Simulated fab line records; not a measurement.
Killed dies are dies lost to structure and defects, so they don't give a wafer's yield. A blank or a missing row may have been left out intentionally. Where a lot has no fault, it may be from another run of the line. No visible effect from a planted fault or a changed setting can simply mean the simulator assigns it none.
Lot-split experiment || flow n5-finfet || route with 1938 steps; 7 lots, 39 wafers read

ON THE SPLIT
At N5_ZERO_LAYER_PECVD_02 (deposits SiO2 from SiH4/N2O, target thk 10 nm, time 6 s), the setting target-thk-a was moved away from the recipe's 100 angstrom on 18 of the 39 wafers read, by -9.7% to +13.1%. This setting was run at the recipe's value on the other wafers.

Reading taken at the split's own step.

THE READING
SiO2_of_ZERO_LAYER_PECVD_02.thk-nm (the simulator's own value, which no gauge read), in nm, at N5_ZERO_LAYER_PECVD_02 (deposits SiO2 from SiH4/N2O, target thk 10 nm, time 6 s). There is no usual value for it anywhere in the file. The 21 wafers here that ran the recipe average 10.037 nm, standard deviation 0.14 nm.

{"wafer": "L079.1", "tool, chamber at the split": "pecvd-03, 1", "target-thk-a as run, angstrom": 113.1, "against the recipe": "+13.1%", "SiO2_of_ZERO_LAYER_PECVD_02.thk-nm, nm": 11.16, "against lot-mates on the recipe": "+1.273"}
{"wafer": "L079.2", "tool, chamber at the split": "pecvd-03, 0", "target-thk-a as run, angstrom": 100, "against the recipe": "recipe", "SiO2_of_ZERO_LAYER_PECVD_02.thk-nm, nm": 9.872, "against lot-mates on the recipe": "-"}
{"wafer": "L079.3", "tool, chamber at the split": "pecvd-03, 2", "target-thk-a as run, angstrom": 100, "against the recipe": "recipe", "SiO2_of_ZERO_LAYER_PECVD_02.thk-nm, nm": 9.888, "against lot-mates on the recipe": "-"}
{"wafer": "L079.4", "tool, chamber at the split": "pecvd-03, 0", "target-thk-a as run, angstrom": 113.1, "against the recipe": "+13.1%", "SiO2_of_ZERO_LAYER_PECVD_02.thk-nm, nm": 11.32, "against lot-mates on the recipe": "+1.433"}
{"wafer": "L079.5", "tool, chamber at the split": "pecvd-03, 2", "target-thk-a as run, angstrom": 100, "against the recipe": "recipe", "SiO2_of_ZERO_LAYER_PECVD_02.thk-nm, nm": 9.901, "against lot-mates on the recipe": "-"}
{"wafer": "L079.6", "tool, chamber at the split": "pecvd-03, 1", "target-thk-a as run, angstrom": 113.1, "against the recipe": "+13.1%", "SiO2_of_ZERO_LAYER_PECVD_02.thk-nm, nm": 11.11, "against lot-mates on the recipe": "+1.223"}
{"wafer": "L081.3", "tool, chamber at the split": "pecvd-03, 0", "target-thk-a as run, angstrom": 100, "against the recipe": "recipe", "SiO2_of_ZERO_LAYER_PECVD_02.thk-nm, nm": 10.03, "against lot-mates on the recipe": "-"}
{"wafer": "L081.5", "tool, chamber at the split": "pecvd-03, 1", "target-thk-a as run, angstrom": 100, "against the recipe": "recipe", "SiO2_of_ZERO_LAYER_PECVD_02.thk-nm, nm": 10.05, "against lot-mates on the recipe": "-"}
{"wafer": "L081.6", "tool, chamber at the split": "pecvd-03, 0", "target-thk-a as run, angstrom": 100, "against the recipe": "recipe", "SiO2_of_ZERO_LAYER_PECVD_02.thk-nm, nm": 10.31, "against lot-mates on the recipe": "-"}
{"wafer": "L086.1", "tool, chamber at the split": "pecvd-01, 2", "target-thk-a as run, angstrom": 94.8, "against the recipe": "-5.2%", "SiO2_of_ZERO_LAYER_PECVD_02.thk-nm, nm": 9.372, "against lot-mates on the recipe": -0.593}
{"wafer": "L086.2", "tool, chamber at the split": "pecvd-01, 1", "target-thk-a as run, angstrom": 94.8, "against the recipe": "-5.2%", "SiO2_of_ZERO_LAYER_PECVD_02.thk-nm, nm": 9.408, "against lot-mates on the recipe": -0.557}
{"wafer": "L086.3", "tool, chamber at the split": "pecvd-01, 0", "target-thk-a as run, angstrom": 100, "against the recipe": "recipe", "SiO2_of_ZERO_LAYER_PECVD_02.thk-nm, nm": 9.916, "against lot-mates on the recipe": "-"}
{"wafer": "L086.4", "tool, chamber at the split": "pecvd-01, 1", "target-thk-a as run, angstrom": 94.8, "against the recipe": "-5.2%", "SiO2_of_ZERO_LAYER_PECVD_02.thk-nm, nm": 9.606, "against lot-mates on the recipe": -0.359}
{"wafer": "L086.5", "tool, chamber at the split": "pecvd-01, 0", "target-thk-a as run, angstrom": 100, "against the recipe": "recipe", "SiO2_of_ZERO_LAYER_PECVD_02.thk-nm, nm": 9.88, "against lot-mates on the recipe": "-"}
{"wafer": "L086.6", "tool, chamber at the split": "pecvd-01, 2", "target-thk-a as run, angstrom": 100, "against the recipe": "recipe", "SiO2_of_ZERO_LAYER_PECVD_02.thk-nm, nm": 10.1, "against lot-mates on the recipe": "-"}
{"wafer": "L090.1", "tool, chamber at the split": "pecvd-01, 1", "target-thk-a as run, angstrom": 100, "against the recipe": "recipe", "SiO2_of_ZERO_LAYER_PECVD_02.thk-nm, nm": 9.916, "against lot-mates on the recipe": "-"}
{"wafer": "L090.2", "tool, chamber at the split": "pecvd-01, 2", "target-thk-a as run, angstrom": 104, "against the recipe": "+4.0%", "SiO2_of_ZERO_LAYER_PECVD_02.thk-nm, nm": 10.19, "against lot-mates on the recipe": "+0.247"}
{"wafer": "L090.3", "tool, chamber at the split": "pecvd-01, 0", "target-thk-a as run, angstrom": 100, "against the recipe": "recipe", "SiO2_of_ZERO_LAYER_PECVD_02.thk-nm, nm": 9.912, "against lot-mates on the recipe": "-"}
{"wafer": "L090.4", "tool, chamber at the split": "pecvd-01, 0", "target-thk-a as run, angstrom": 104, "against the recipe": "+4.0%", "SiO2_of_ZERO_LAYER_PECVD_02.thk-nm, nm": 10.4, "against lot-mates on the recipe": "+0.457"}
{"wafer": "L090.5", "tool, chamber at the split": "pecvd-01, 2", "target-thk-a as run, angstrom": 100, "against the recipe": "recipe", "SiO2_of_ZERO_LAYER_PECVD_02.thk-nm, nm": 10, "against lot-mates on the recipe": "-"}
{"wafer": "L090.6", "tool, chamber at the split": "pecvd-01, 1", "target-thk-a as run, angstrom": 104, "against the recipe": "+4.0%", "SiO2_of_ZERO_LAYER_PECVD_02.thk-nm, nm": 10.63, "against lot-mates on the recipe": "+0.687"}
{"wafer": "L095.1", "tool, chamber at the split": "pecvd-04, 1", "target-thk-a as run, angstrom": 100, "against the recipe": "recipe", "SiO2_of_ZERO_LAYER_PECVD_02.thk-nm, nm": 9.871, "against lot-mates on the recipe": "-"}
{"wafer": "L095.2", "tool, chamber at the split": "pecvd-04, 2", "target-thk-a as run, angstrom": 100, "against the recipe": "recipe", "SiO2_of_ZERO_LAYER_PECVD_02.thk-nm, nm": 10.15, "against lot-mates on the recipe": "-"}
{"wafer": "L095.3", "tool, chamber at the split": "pecvd-04, 0", "target-thk-a as run, angstrom": 112.5, "against the recipe": "+12.5%", "SiO2_of_ZERO_LAYER_PECVD_02.thk-nm, nm": 11.16, "against lot-mates on the recipe": "+1.056"}
{"wafer": "L095.4", "tool, chamber at the split": "pecvd-04, 0", "target-thk-a as run, angstrom": 100, "against the recipe": "recipe", "SiO2_of_ZERO_LAYER_PECVD_02.thk-nm, nm": 10.29, "against lot-mates on the recipe": "-"}
{"wafer": "L095.5", "tool, chamber at the split": "pecvd-04, 1", "target-thk-a as run, angstrom": 112.5, "against the recipe": "+12.5%", "SiO2_of_ZERO_LAYER_PECVD_02.thk-nm, nm": 11.26, "against lot-mates on the recipe": "+1.156"}
{"wafer": "L095.6", "tool, chamber at the split": "pecvd-04, 2", "target-thk-a as run, angstrom": 112.5, "against the recipe": "+12.5%", "SiO2_of_ZERO_LAYER_PECVD_02.thk-nm, nm": 11.38, "against lot-mates on the recipe": "+1.276"}
{"wafer": "L096.1", "tool, chamber at the split": "pecvd-04, 0", "target-thk-a as run, angstrom": 111.5, "against the recipe": "+11.5%", "SiO2_of_ZERO_LAYER_PECVD_02.thk-nm, nm": 11.31, "against lot-mates on the recipe": "+1.268"}
{"wafer": "L096.2", "tool, chamber at the split": "pecvd-04, 2", "target-thk-a as run, angstrom": 100, "against the recipe": "recipe", "SiO2_of_ZERO_LAYER_PECVD_02.thk-nm, nm": 10.04, "against lot-mates on the recipe": "-"}
{"wafer": "L096.3", "tool, chamber at the split": "pecvd-04, 1", "target-thk-a as run, angstrom": 111.5, "against the recipe": "+11.5%", "SiO2_of_ZERO_LAYER_PECVD_02.thk-nm, nm": 10.91, "against lot-mates on the recipe": "+0.868"}
{"wafer": "L096.4", "tool, chamber at the split": "pecvd-04, 0", "target-thk-a as run, angstrom": 100, "against the recipe": "recipe", "SiO2_of_ZERO_LAYER_PECVD_02.thk-nm, nm": 9.995, "against lot-mates on the recipe": "-"}
{"wafer": "L096.5", "tool, chamber at the split": "pecvd-04, 2", "target-thk-a as run, angstrom": 111.5, "against the recipe": "+11.5%", "SiO2_of_ZERO_LAYER_PECVD_02.thk-nm, nm": 11.32, "against lot-mates on the recipe": "+1.278"}
{"wafer": "L096.6", "tool, chamber at the split": "pecvd-04, 1", "target-thk-a as run, angstrom": 100, "against the recipe": "recipe", "SiO2_of_ZERO_LAYER_PECVD_02.thk-nm, nm": 10.09, "against lot-mates on the recipe": "-"}
{"wafer": "L097.1", "tool, chamber at the split": "pecvd-04, 0", "target-thk-a as run, angstrom": 90.32, "against the recipe": "-9.7%", "SiO2_of_ZERO_LAYER_PECVD_02.thk-nm, nm": 8.924, "against lot-mates on the recipe": -1.266}
{"wafer": "L097.2", "tool, chamber at the split": "pecvd-04, 1", "target-thk-a as run, angstrom": 90.32, "against the recipe": "-9.7%", "SiO2_of_ZERO_LAYER_PECVD_02.thk-nm, nm": 8.979, "against lot-mates on the recipe": -1.211}
{"wafer": "L097.3", "tool, chamber at the split": "pecvd-04, 2", "target-thk-a as run, angstrom": 100, "against the recipe": "recipe", "SiO2_of_ZERO_LAYER_PECVD_02.thk-nm, nm": 10.22, "against lot-mates on the recipe": "-"}
{"wafer": "L097.4", "tool, chamber at the split": "pecvd-04, 2", "target-thk-a as run, angstrom": 90.32, "against the recipe": "-9.7%", "SiO2_of_ZERO_LAYER_PECVD_02.thk-nm, nm": 9.155, "against lot-mates on the recipe": -1.035}
{"wafer": "L097.5", "tool, chamber at the split": "pecvd-04, 1", "target-thk-a as run, angstrom": 100, "against the recipe": "recipe", "SiO2_of_ZERO_LAYER_PECVD_02.thk-nm, nm": 10.26, "against lot-mates on the recipe": "-"}
{"wafer": "L097.6", "tool, chamber at the split": "pecvd-04, 0", "target-thk-a as run, angstrom": 100, "against the recipe": "recipe", "SiO2_of_ZERO_LAYER_PECVD_02.thk-nm, nm": 10.09, "against lot-mates on the recipe": "-"}

FIT RESULTS
A straight line over all 39 wafers: SiO2_of_ZERO_LAYER_PECVD_02.thk-nm changes by +0.0981 nm for each +1% of target-thk-a; r = +0.98; the points scatter about the line by 0.15 nm.
The same after taking each lot's own level away (the mean of its wafers on the recipe; 39 wafers): +0.102 nm for each +1%; r = +0.98; scatter 0.13 nm.
That fit puts the effect of the largest move of target-thk-a on the reading at 1.3 nm.
From 9.8870 to 10.1900 nm: that is the span of the lots' own levels, equal to 2.2 times the standard deviation above.
So the lot-to-lot level changes the slope little: the two slopes agree.
Check: with one of the wafers moved furthest among these (+13.1%) left out of the fit, the line predicts +1.33 nm for it against its lot-mates. Against them it came out at +1.27 nm.

THE FILE'S OWN FIT
SiO2_of_ZERO_LAYER_PECVD_02.thk-nm changes by +0.102 nm for each +1% of target-thk-a, r = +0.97.
